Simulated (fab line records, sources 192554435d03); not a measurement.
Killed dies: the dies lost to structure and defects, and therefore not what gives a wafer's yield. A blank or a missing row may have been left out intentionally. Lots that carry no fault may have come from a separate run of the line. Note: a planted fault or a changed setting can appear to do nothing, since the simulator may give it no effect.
fab line records || flow n5Finfet
[record] {"lots": 4, "wafers": 10, "lastDay": 17}
route steps=1938 shown BEOL_M0_SAQP@646 BEOL_M4@1111 PASSIVATION@1936
lots that met no fault: from a run of the same line without faults
startH: hours from the record's opening day to when the first of the lot's shown wafers began || waitH: how many hours have passed since the lot's step before this one || " as in the row above || L1.1+2: a row that stands for several wafers || - either no value or no given start || * or withheld: withheld || < > ~ a bound
route shown NAME@n: names a module that has steps shown in the file, with the first one's number in the route || usual: average and standard deviation across the fault-free wafers || same: alike in all rows || chamber/n: place in a boat || sites: each site's reading || _std_site: the values' standard deviation || _edge_site: mean of outer sites minus mean of inner sites || radiusMm: for every site, how far away it sits from the centre of the wafer || mask NAME#n: copy n || behind: the most recent tool/chamber to have shaped the wafer || hold: why the lot was held/for how many hours/how that ended || device: which transistor (n, p or np) failed to switch || end of line: the same wafers' tests at the end of the route || step lacking rows: just its recipe || killed: dies lost to structure and defects at the first sort, not the wafer's yield || map: the dies of a wafer, with x for killed, . for not killed, _ for no die there
set.NAME: setting as actually run; set.NAME@STEP: the setting as run at that earlier step || model.NAME: the simulator's own value behind a step, which no gauge read
a table for each step, a row for each wafer; lots at some steps of the route
services: the hour from which a tool's chamber was out of use, counted from the record's first day as startH (under 0 if before that day), plus the number of hours and why
[[steps]]
[step N5_BEOL_M0_SAQP_EXPOSE_11]
[recipe] {"maskId": "M0_CORE", "na": 1.35, "sourceShape": "dipole", "sigmaInner": 0.538, "sigmaOuter": 0.738, "polarization": "te", "targetCdNm": 42, "doseMj": 55}
[step N5_BEOL_M0_SAQP_PEB_12]
[recipe] {"pebTempC": "withheld", "pebTimeS": 60, "resist": "CAR-ArF"}
[step N5_BEOL_M0_SAQP_DEVELOP_13]
[recipe] {"developTimeS": 30, "developer": "TMAH", "resist": "CAR-ArF", "devTempC": 23, "rinseLiquid": "diw", "dry": "airSpin"}
[step N5_BEOL_M0_SAQP_DESCUM_19]
[recipe] {"chemistry": "O2", "timeS": 7.9, "sourcePowerW": 50, "biasPowerW": 20, "pressureMtorr": 20, "rfFrequencyHz": 2.712e+07, "tempC": 40, "resist": "CAR-ArF", "o2FlowSccm": 225}
[step N5_BEOL_M0_SAQP_ETCH_83]
[recipe] {"chemistry": "CF4", "target": "SiARC", "targetDepthA": 390, "maskMaterial": "CAR-ArF", "timeS": 65, "ionEnergyEv": 80, "pressureMtorr": 40, "sourceW": 545, "biasW": 36, "Ar_flow_sccm": 100, "cf4FlowSccm": 100, "ends": "cleared"}
[step N5_BEOL_M0_SAQP_ETCH_84]
[recipe] {"chemistry": "N2/H2", "target": "SOC", "targetDepthA": 1000, "overetchA": 200, "maskMaterial": "SiARC", "tempC": 40, "timeS": 150, "ionEnergyEv": 200, "pressureMtorr": 30, "sourceW": 840, "biasW": 150, "n2FlowSccm": 200, "h2FlowSccm": 200}
[step N5_BEOL_M0_SAQP_STRIP_80]
[recipe] {"chemistry": "N2/H2", "tempC": 40, "n2FlowSccm": 200, "h2FlowSccm": 200, "rfFrequencyHz": 6e+07}
[step N5_BEOL_M0_SAQP_HM_OPEN_112]
[recipe] {"chemistry": "CHF3/O2", "target": "SiO2", "stopOn": "a-Si", "targetDepthA": 120, "overEtchFrac": 1.25, "maskMaterial": "SOC", "timeS": 13.5, "pressureMtorr": 30, "sourceW": 650, "biasW": 170, "Ar_flow_sccm": 200, "CHF3_flow_sccm": 50, "O2_flow_sccm": 5, "ionEnergyEv": 200, "ends": "endPoint"}
[step N5_BEOL_M0_SAQP_STRIP_113]
[recipe] {"chemistry": "CHF3/O2", "resist": "SiARC", "rfFrequencyHz": 6e+07}
[step N5_BEOL_M0_SAQP_MANDREL_ETCH_20]
[recipe] {"targetDepthA": 600, "chemistry": "HBr/Cl2", "target": "a-Si", "stopOn": "SiNx", "btTimeS": 10, "maskMaterial": "SOC", "overEtchFrac": 0.5, "timeS": 30, "pressureMtorr": 10, "icpW": 800, "biasW": 75, "HBr_flow_sccm": 150, "Cl2_flow_sccm": 80, "ends": "endPoint"}
[usual] {"drypumpMotorCurrentA": "5.7/0.32", "oesProductAu": "0.774/0.012", "throttleValvePct": "35.3/0.46"}
[same] {"overEtchFrac": 0.5}
{"lot.wafer": "L588.2", "tool": "rieSi-05", "chamber": 2, "startH": 126.60, "waitH": 0.0, "drypumpMotorCurrentA": 5.5, "oesProductAu": 0.774, "rfHoursCounterH": 19, "throttleValvePct": 34.8, "model.SOC_of_BEOL_M0_SAQP_COAT_81.thkNm": 81.6, "model.SiNx_of_BEOL_M0_SAQP_PECVD_97.thkNm": 18.2}
{"lot.wafer": "L588.3", "tool": "rieSi-05", "chamber": 1, "startH": 126.60, "waitH": 0.0, "drypumpMotorCurrentA": 6.0, "oesProductAu": 0.756, "rfHoursCounterH": 136, "throttleValvePct": 35.2, "model.SOC_of_BEOL_M0_SAQP_COAT_81.thkNm": 81.6, "model.SiNx_of_BEOL_M0_SAQP_PECVD_97.thkNm": 18.8}
{"lot.wafer": "L591.1", "tool": "rieSi-05", "chamber": 1, "startH": 141.49, "waitH": 0.0, "drypumpMotorCurrentA": 5.9, "oesProductAu": 0.757, "rfHoursCounterH": 137, "throttleValvePct": 35.2, "model.SOC_of_BEOL_M0_SAQP_COAT_81.thkNm": 76.4, "model.SiNx_of_BEOL_M0_SAQP_PECVD_97.thkNm": 18.4}
{"lot.wafer": "L591.3", "tool": "rieSi-05", "chamber": 0, "startH": 141.49, "waitH": 0.0, "drypumpMotorCurrentA": 5.6, "oesProductAu": 0.769, "rfHoursCounterH": 3, "throttleValvePct": 35.0, "model.SOC_of_BEOL_M0_SAQP_COAT_81.thkNm": 81.4, "model.SiNx_of_BEOL_M0_SAQP_PECVD_97.thkNm": 19.4}
{"lot.wafer": "L600.1", "tool": "rieSi-06", "chamber": 3, "startH": 201.65, "waitH": 0.0, "drypumpMotorCurrentA": 5.4, "oesProductAu": 0.784, "rfHoursCounterH": 27, "throttleValvePct": 34.9, "model.SOC_of_BEOL_M0_SAQP_COAT_81.thkNm": 76.6, "model.SiNx_of_BEOL_M0_SAQP_PECVD_97.thkNm": 18.2}
{"lot.wafer": "L600.3", "tool": "rieSi-06", "chamber": 1, "startH": 201.65, "waitH": 0.0, "drypumpMotorCurrentA": 6.2, "oesProductAu": 0.758, "rfHoursCounterH": 37, "throttleValvePct": 35.5, "model.SOC_of_BEOL_M0_SAQP_COAT_81.thkNm": 77.4, "model.SiNx_of_BEOL_M0_SAQP_PECVD_97.thkNm": 18.4}
{"lot.wafer": "L600.4", "tool": "rieSi-06", "chamber": 0, "startH": 201.65, "waitH": 0.0, "drypumpMotorCurrentA": 5.9, "oesProductAu": 0.796, "rfHoursCounterH": 3, "throttleValvePct": 35.1, "model.SOC_of_BEOL_M0_SAQP_COAT_81.thkNm": 77.6, "model.SiNx_of_BEOL_M0_SAQP_PECVD_97.thkNm": 18.6}
{"lot.wafer": "L607.2", "tool": "rieSi-05", "chamber": 2, "startH": 240.69, "waitH": 0.0, "drypumpMotorCurrentA": 5.4, "oesProductAu": 0.768, "rfHoursCounterH": 21, "throttleValvePct": 34.8, "model.SOC_of_BEOL_M0_SAQP_COAT_81.thkNm": 76, "model.SiNx_of_BEOL_M0_SAQP_PECVD_97.thkNm": 18}
{"lot.wafer": "L607.3", "tool": "rieSi-05", "chamber": 0, "startH": 240.69, "waitH": 0.0, "drypumpMotorCurrentA": 5.7, "oesProductAu": 0.776, "rfHoursCounterH": 5, "throttleValvePct": 34.9, "model.SOC_of_BEOL_M0_SAQP_COAT_81.thkNm": 75.8, "model.SiNx_of_BEOL_M0_SAQP_PECVD_97.thkNm": 18.2}
{"lot.wafer": "L607.4", "tool": "rieSi-05", "chamber": 3, "startH": 240.69, "waitH": 0.0, "drypumpMotorCurrentA": 5.1, "oesProductAu": 0.768, "rfHoursCounterH": 107, "throttleValvePct": 36.0, "model.SOC_of_BEOL_M0_SAQP_COAT_81.thkNm": 76.4, "model.SiNx_of_BEOL_M0_SAQP_PECVD_97.thkNm": 18.6}
[step N5_BEOL_M0_SAQP_STRIP_86]
[recipe] {"chemistry": "N2/H2", "powerW": 500, "tempC": 40, "pressureMtorr": 50, "rfFrequencyHz": 6e+07, "overashFraction": 0.3, "biasPowerW": 28, "h2Frac": 0.5, "n2FlowSccm": 300, "h2FlowSccm": 300}
[step N5_BEOL_M0_SAQP_STRIP_115]
[recipe] {"chemistry": "postEtchResidueRemover", "timeS": 60, "tempC": 25, "removerPh": "withheld", "removerWaterWtPct": "withheld", "removerFluorideWtPct": "withheld"}
[step N5_BEOL_M0_SAQP_SRD_93]
[recipe] {"dry": "ipaMarangoni", "timeS": 30, "tempC": 23, "rinseLiquid": "diw"}
[step N5_BEOL_M0_SAQP_RECESS_114]
[recipe] {"chemistry": "HF/NH3", "target": "SiO2", "targetDepthA": 144, "afsCycles": 3, "tempC": 30, "sublimationTempC": 180, "sublimationTimeS": 60}
[step N5_BEOL_M0_SAQP_SPACER1_ALD_98]
[recipe] {"material": "SiO2", "targetThkA": 128, "tempC": 300, "aldPrecursorFamily": "BDEAS", "aldCoReactant": "O2-plasma", "pulseTimeS": 1, "purgeTimeS": 2, "coReactantPurgeTimeS": 2, "aldCycles": 138, "pressureTorr": 2}
[step N5_BEOL_M0_SAQP_SPACER1_ETCHBACK_99]
[recipe] {"chemistry": "CHF3/O2", "mode": "anisotropicEtchback", "target": "SiO2", "targetDepthA": 154, "timeS": 7.7, "pressureMtorr": 30, "sourceW": 650, "biasW": 170, "Ar_flow_sccm": 200, "CHF3_flow_sccm": 50, "O2_flow_sccm": 5, "ionEnergyEv": 200}
[step N5_BEOL_M0_SAQP_MANDREL1_REMOVE_100]
[recipe] {"chemistry": "HBr/Cl2/O2", "btTimeS": 10, "target": "a-Si", "stopOn": "SiNx", "endpoint": "OES-SiCl", "overEtchFrac": 0.85, "icpW": 600, "biasW": 30, "HBr_flow_sccm": 150, "Cl2_flow_sccm": 80, "O2_flow_sccm": 5, "pressureMtorr": 10}
[step N5_BEOL_M0_SAQP_ETCH_101]
[recipe] {"chemistry": "CH3F/O2", "target": "SiNx", "maskMaterial": "SiO2", "targetDepthA": 299, "timeS": 42.7, "pressureMtorr": 30, "sourceW": 395, "biasW": 73, "Ar_flow_sccm": 150, "CH3F_flow_sccm": 30, "O2_flow_sccm": 20, "ionEnergyEv": 120}
[step N5_BEOL_M0_SAQP_ETCH_102]
[recipe] {"chemistry": "CF4", "target": "SiO2", "targetDepthA": 40, "ionEnergyEv": 350, "timeS": 4.4, "pressureMtorr": 10, "icpW": 800, "biasW": 400, "cf4FlowSccm": 80}
[step N5_BEOL_M0_SAQP_MANDREL_ETCH_103]
[recipe] {"chemistry": "HBr/Cl2", "target": "a-Si", "targetDepthA": 450, "btTimeS": 10, "stopOn": "SiCN", "maskMaterial": "SiO2", "overEtchFrac": 0.8, "timeS": 27, "pressureMtorr": 10, "icpW": 800, "biasW": 75, "HBr_flow_sccm": 150, "Cl2_flow_sccm": 80, "ends": "endPoint"}
[step N5_BEOL_M0_SAQP_RECESS_104]
[recipe] {"chemistry": "HF/NH3", "target": "SiO2", "targetDepthA": 180, "afsCycles": 3, "tempC": 30, "sublimationTempC": 180, "sublimationTimeS": 60}
[step N5_BEOL_M0_SAQP_COAT_105]
[recipe] {"resist": "SOC", "tempC": 250, "timeS": 60, "spinRpm": 1500, "resistThkNm": 100}
[step N5_BEOL_M0_SAQP_ETCH_106]
[recipe] {"chemistry": "N2/H2", "target": "SOC", "targetDepthA": 1500, "stopOn": "SiNx", "ionEnergyEv": 100, "biasW": 61, "pressureMtorr": 30, "sourceW": 850, "n2FlowSccm": 200, "h2FlowSccm": 200}
[usual] {"drypumpMotorCurrentA": "5.6/0.39", "oesProductAu": "0.80/0.091", "rfVppV": "241.5/1.1", "showerheadPlenumPTorr": "2.59/0.056", "throttleValvePct": "17.62/0.22"}
{"lot.wafer": "L588.2", "tool": "rieDiel-05", "chamber": 2, "startH": 128.84, "waitH": "-", "drypumpMotorCurrentA": 5.6, "oesProductAu": 0.94, "rfHoursCounterH": 5, "rfVppV": 242.0, "showerheadPlenumPTorr": 2.59, "throttleValvePct": 17.40, "model.SiNx_of_BEOL_M0_SAQP_PECVD_97.thkNm": 15.2}
{"lot.wafer": "L588.3", "tool": "rieDiel-05", "chamber": 0, "startH": 128.84, "waitH": "-", "drypumpMotorCurrentA": 5.0, "oesProductAu": 0.72, "rfHoursCounterH": 197, "rfVppV": 241.5, "showerheadPlenumPTorr": 2.63, "throttleValvePct": 17.71, "model.SiNx_of_BEOL_M0_SAQP_PECVD_97.thkNm": 15.8}
{"lot.wafer": "L591.1", "tool": "rieDiel-01", "chamber": 0, "startH": 143.49, "waitH": "-", "drypumpMotorCurrentA": 5.6, "oesProductAu": 0.69, "rfHoursCounterH": 227, "rfVppV": 240.5, "showerheadPlenumPTorr": 2.49, "throttleValvePct": 17.72, "model.SiNx_of_BEOL_M0_SAQP_PECVD_97.thkNm": 15.6}
{"lot.wafer": "L591.3", "tool": "rieDiel-01", "chamber": 1, "startH": 143.49, "waitH": "-", "drypumpMotorCurrentA": 5.7, "oesProductAu": 0.84, "rfHoursCounterH": 47, "rfVppV": 242.9, "showerheadPlenumPTorr": 2.70, "throttleValvePct": 17.86, "model.SiNx_of_BEOL_M0_SAQP_PECVD_97.thkNm": 16.4}
{"lot.wafer": "L600.1", "tool": "rieDiel-04", "chamber": 2, "startH": 204.41, "waitH": "-", "drypumpMotorCurrentA": 6.0, "oesProductAu": 0.96, "rfHoursCounterH": 3, "rfVppV": 240.6, "showerheadPlenumPTorr": 2.59, "throttleValvePct": 17.70, "model.SiNx_of_BEOL_M0_SAQP_PECVD_97.thkNm": 15.4}
{"lot.wafer": "L600.3", "tool": "rieDiel-04", "chamber": 0, "startH": 204.41, "waitH": "-", "drypumpMotorCurrentA": 5.4, "oesProductAu": 0.73, "rfHoursCounterH": 178, "rfVppV": 239.9, "showerheadPlenumPTorr": 2.63, "throttleValvePct": 17.71, "model.SiNx_of_BEOL_M0_SAQP_PECVD_97.thkNm": 15.4}
{"lot.wafer": "L600.4", "tool": "rieDiel-04", "chamber": 2, "startH": 204.41, "waitH": "-", "drypumpMotorCurrentA": 6.0, "oesProductAu": 0.96, "rfHoursCounterH": "-", "rfVppV": 240.9, "showerheadPlenumPTorr": 2.59, "throttleValvePct": 17.70, "model.SiNx_of_BEOL_M0_SAQP_PECVD_97.thkNm": 15.6}
{"lot.wafer": "L607.2", "tool": "rieDiel-01", "chamber": 1, "startH": 242.69, "waitH": "-", "drypumpMotorCurrentA": 5.7, "oesProductAu": 0.81, "rfHoursCounterH": 74, "rfVppV": 241.6, "showerheadPlenumPTorr": 2.69, "throttleValvePct": 17.91, "model.SiNx_of_BEOL_M0_SAQP_PECVD_97.thkNm": 15}
{"lot.wafer": "L607.3", "tool": "rieDiel-01", "chamber": 3, "startH": 242.69, "waitH": "-", "drypumpMotorCurrentA": 6.2, "oesProductAu": 0.91, "rfHoursCounterH": "-", "rfVppV": 240.0, "showerheadPlenumPTorr": 2.51, "throttleValvePct": 17.53, "model.SiNx_of_BEOL_M0_SAQP_PECVD_97.thkNm": 15.2}
{"lot.wafer": "L607.4", "tool": "rieDiel-01", "chamber": 1, "startH": 242.69, "waitH": "-", "drypumpMotorCurrentA": 5.8, "oesProductAu": 0.81, "rfHoursCounterH": "-", "rfVppV": 243.5, "showerheadPlenumPTorr": 2.69, "throttleValvePct": 17.92, "model.SiNx_of_BEOL_M0_SAQP_PECVD_97.thkNm": 15.6}
[step N5_BEOL_M0_SAQP_ETCH_107]
[recipe] {"chemistry": "CH3F/O2", "target": "SiNx", "targetDepthA": 300, "maskMaterial": "SOC", "pressureMtorr": 30, "sourceW": 395, "biasW": 73, "Ar_flow_sccm": 150, "CH3F_flow_sccm": 30, "O2_flow_sccm": 20, "ionEnergyEv": 120}
[step N5_BEOL_M4_RC_MEAS_101]
[usual] {"DIBL_N": "35.9/2.5", "DIBL_P": "36.0/3", "IOFF_N": "0.16/0.047", "IOFF_P": "0.21/0.047", "ION_N": "671/14", "ION_P": "460/8.8", "SS_N": "71.5/0.73", "SS_P": "73.2/0.91", "VT_N": "250/4.3", "VT_P": "-251/3.6"}
{"lot.wafer": "L588.2", "tool": "prober-01", "chamber": 0, "startH": 183.47, "waitH": 0.5, "DIBL_N[mV/V]": 33.7, "DIBL_P[mV/V]": 34.0, "IOFF_N[nA/um]": 0.13, "IOFF_P[nA/um]": 0.18, "ION_N[uA/um]": 676, "ION_P[uA/um]": 462, "SS_N[mV/dec]": 70.7, "SS_P[mV/dec]": 71.9, "VT_N[mV]": 252, "VT_P[mV]": -252}
{"lot.wafer": "L588.3", "tool": "prober-01", "chamber": 0, "startH": 183.47, "waitH": 0.5, "DIBL_N[mV/V]": 33.8, "DIBL_P[mV/V]": 32.7, "IOFF_N[nA/um]": 0.12, "IOFF_P[nA/um]": 0.16, "ION_N[uA/um]": 657, "ION_P[uA/um]": 446, "SS_N[mV/dec]": 71.5, "SS_P[mV/dec]": 71.5, "VT_N[mV]": 254, "VT_P[mV]": -253}
{"lot.wafer": "L591.1", "tool": "prober-02", "chamber": 0, "startH": 191.23, "waitH": 0.0, "DIBL_N[mV/V]": 39.0, "DIBL_P[mV/V]": 39.8, "IOFF_N[nA/um]": 0.21, "IOFF_P[nA/um]": 0.28, "ION_N[uA/um]": 673, "ION_P[uA/um]": 460, "SS_N[mV/dec]": 71.8, "SS_P[mV/dec]": 74.8, "VT_N[mV]": 245, "VT_P[mV]": -246}
{"lot.wafer": "L591.3", "tool": "prober-02", "chamber": 0, "startH": 191.23, "waitH": 0.0, "DIBL_N[mV/V]": 32.2, "DIBL_P[mV/V]": 30.7, "IOFF_N[nA/um]": 0.10, "IOFF_P[nA/um]": 0.15, "ION_N[uA/um]": 666, "ION_P[uA/um]": 461, "SS_N[mV/dec]": 69.8, "SS_P[mV/dec]": 71.3, "VT_N[mV]": 257, "VT_P[mV]": -255}
{"lot.wafer": "L600.1", "tool": "prober-01", "chamber": 0, "startH": 257.92, "waitH": 0.0, "DIBL_N[mV/V]": 34.8, "DIBL_P[mV/V]": 34.3, "IOFF_N[nA/um]": 0.13, "IOFF_P[nA/um]": 0.20, "ION_N[uA/um]": 668, "ION_P[uA/um]": 463, "SS_N[mV/dec]": 71.3, "SS_P[mV/dec]": 72.6, "VT_N[mV]": 249, "VT_P[mV]": -248}
{"lot.wafer": "L600.3", "tool": "prober-01", "chamber": 0, "startH": 257.92, "waitH": 0.0, "DIBL_N[mV/V]": 31.1, "DIBL_P[mV/V]": 30.5, "IOFF_N[nA/um]": 0.09, "IOFF_P[nA/um]": 0.15, "ION_N[uA/um]": 660, "ION_P[uA/um]": 465, "SS_N[mV/dec]": 70.5, "SS_P[mV/dec]": 71.7, "VT_N[mV]": 255, "VT_P[mV]": -254}
{"lot.wafer": "L600.4", "tool": "prober-01", "chamber": 0, "startH": 257.92, "waitH": 0.0, "DIBL_N[mV/V]": 36.8, "DIBL_P[mV/V]": 36.6, "IOFF_N[nA/um]": 0.16, "IOFF_P[nA/um]": 0.23, "ION_N[uA/um]": 678, "ION_P[uA/um]": 473, "SS_N[mV/dec]": 72.0, "SS_P[mV/dec]": 72.9, "VT_N[mV]": 249, "VT_P[mV]": -249}
{"lot.wafer": "L607.2", "tool": "prober-02", "chamber": 0, "startH": 300.39, "waitH": 0.2, "DIBL_N[mV/V]": 33.6, "DIBL_P[mV/V]": 34.4, "IOFF_N[nA/um]": 0.12, "IOFF_P[nA/um]": 0.19, "ION_N[uA/um]": 666, "ION_P[uA/um]": 462, "SS_N[mV/dec]": 71.9, "SS_P[mV/dec]": 72.9, "VT_N[mV]": 254, "VT_P[mV]": -254}
{"lot.wafer": "L607.3", "tool": "prober-02", "chamber": 0, "startH": 300.39, "waitH": 0.2, "DIBL_N[mV/V]": 33.0, "DIBL_P[mV/V]": 31.9, "IOFF_N[nA/um]": 0.10, "IOFF_P[nA/um]": 0.16, "ION_N[uA/um]": 639, "ION_P[uA/um]": 445, "SS_N[mV/dec]": 71.5, "SS_P[mV/dec]": 72.4, "VT_N[mV]": 259, "VT_P[mV]": -256}
{"lot.wafer": "L607.4", "tool": "prober-02", "chamber": 0, "startH": 300.39, "waitH": 0.2, "DIBL_N[mV/V]": 32.1, "DIBL_P[mV/V]": 31.8, "IOFF_N[nA/um]": 0.10, "IOFF_P[nA/um]": 0.15, "ION_N[uA/um]": 653, "ION_P[uA/um]": 457, "SS_N[mV/dec]": 70.9, "SS_P[mV/dec]": 71.6, "VT_N[mV]": 257, "VT_P[mV]": -257}
[step N5_PASSIVATION_PROBE_49]
[usual] {"defectLimitedYield": "91.4/1.4", "killed_at_M0_to_M3": "34/8.9", "killed_at_M4_up": "13/4.6", "killedAtContacts": "12/5.5", "killedAtFrontEnd": "41/11", "killedAtOther": "3.1/2.9", "killedDies": "102/16", "killedOpen": "66/11", "killedShort": "34/7.6", "sort_bin_5_function": "5.1/0.89", "sort_bin_6_memory": "3.2/0.61", "sort_bin_8_speed": "0.02/0.12", "sortNPass": "1078/16"}
[same] {"grossDies": 1180, "killedAtBackSide": 0, "sort_bin_4_leakage[%]": 0}
{"lot.wafer": "L600.1", "tool": "prober-02", "chamber": "-", "startH": 358.08, "waitH": 0.0, "defectLimitedYield[%]": 90.8, "killed_at_M0_to_M3": 31, "killed_at_M4_up": 16, "killedAtContacts": 5, "killedAtFrontEnd": 50, "killedAtOther": 6, "killedDies": 108, "killedOpen": 73, "killedShort": 35, "sort_bin_5_function[%]": 5.8, "sort_bin_6_memory[%]": 3.2, "sort_bin_8_speed[%]": 0, "sortNPass": 1072}
// killed by level:class
L600.1 BEOL_M0_SAQP:geometricParticle:short=11 STI_FIN_REVEAL:geometricParticle:open=11 DUMMY_GATE:geometricParticle:open=11 BEOL_M0_SAQP:geometricParticle:open=11 FIN_SAQP:geometricParticle:short=7 STARTING-WAFER:geometricParticle:open=6 STI_FIN_REVEAL:geometricParticle:short=5 BEOL_M7:geometricParticle:open=5
[[services]]
{"tool": "rieSi-05", "chamber": 0, "startH": 104.16, "hours": 2.8, "kind": "repair"}
{"tool": "rieSi-06", "chamber": "-", "startH": 108.52, "hours": 0.1, "kind": "repair"}
{"tool": "rieSi-06", "chamber": 1, "startH": 114.25, "hours": 13.2, "kind": "repair"}
{"tool": "rieSi-05", "chamber": 3, "startH": 127.23, "hours": 6.0, "kind": "repair"}
{"tool": "rieDiel-04", "chamber": 0, "startH": 135.51, "hours": 2.6, "kind": "repair"}
{"tool": "rieDiel-04", "chamber": 2, "startH": 137.67, "hours": 9.0, "kind": "repair"}
{"tool": "rieDiel-01", "chamber": 3, "startH": 146.17, "hours": "-", "kind": "clean"}
{"tool": "rieDiel-01", "chamber": 3, "startH": 146.17, "hours": "-", "kind": "consumableReplace:focusRing"}
{"tool": "rieDiel-01", "chamber": 3, "startH": 146.17, "hours": 16.4, "kind": "scheduledDown"}
{"tool": "rieDiel-01", "chamber": 3, "startH": 146.17, "hours": 16.4, "kind": "ventCycle"}
{"tool": "rieDiel-05", "chamber": 3, "startH": 154.00, "hours": 3.5, "kind": "repair"}
{"tool": "rieDiel-04", "chamber": "-", "startH": 156.29, "hours": 1.1, "kind": "repair"}
{"tool": "rieDiel-04", "chamber": 2, "startH": 166.11, "hours": "-", "kind": "clean"}
{"tool": "rieDiel-04", "chamber": 1, "startH": 173.36, "hours": 6.0, "kind": "repair"}
{"tool": "rieSi-06", "chamber": 3, "startH": 175.58, "hours": 8.2, "kind": "repair"}
{"tool": "rieDiel-05", "chamber": "-", "startH": 200.69, "hours": 1.2, "kind": "repair"}
{"tool": "rieDiel-04", "chamber": 3, "startH": 204.29, "hours": 12.3, "kind": "repair"}
{"tool": "rieDiel-01", "chamber": "-", "startH": 205.20, "hours": 14.6, "kind": "pm"}
{"tool": "rieDiel-01", "chamber": 0, "startH": 229.39, "hours": "-", "kind": "clean"}
{"tool": "rieDiel-01", "chamber": 0, "startH": 229.39, "hours": "-", "kind": "consumableReplace:focusRing"}
{"tool": "rieDiel-01", "chamber": 0, "startH": 229.39, "hours": 20.3, "kind": "scheduledDown"}
{"tool": "rieDiel-01", "chamber": 0, "startH": 229.39, "hours": 20.3, "kind": "ventCycle"}
{"tool": "rieDiel-05", "chamber": 0, "startH": 231.27, "hours": 1.3, "kind": "repair"}
{"tool": "rieDiel-01", "chamber": 2, "startH": 241.99, "hours": 4.6, "kind": "repair"}
[[key]]
firstSign none at tools or gauges
[modelEffect] {"step": "N5_BEOL_M0_SAQP_MANDREL_ETCH_20", "value": "SOC_of_BEOL_M0_SAQP_COAT_81.thkNm", "without": 75.87, "struck": 81.53}
[modelEffect] {"step": "N5_BEOL_M0_SAQP_ETCH_106", "value": "SiNx_of_BEOL_M0_SAQP_PECVD_97.thkNm", "without": 14.73, "struck": 15.8}
metAt N5_BEOL_M0_SAQP_MANDREL_ETCH_20
struckWafers L588.2,L588.3,L591.3
[fault] {"kind": "processParameterDrift", "tool": "rieSi-05", "chamber": "-", "onsetH": 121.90, "steps": "N5_BEOL_M0_SAQP_MANDREL_ETCH_20", "channel": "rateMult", "offset": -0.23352, "shape": "step", "endH": 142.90, "scope": "struckWafersOnly"}
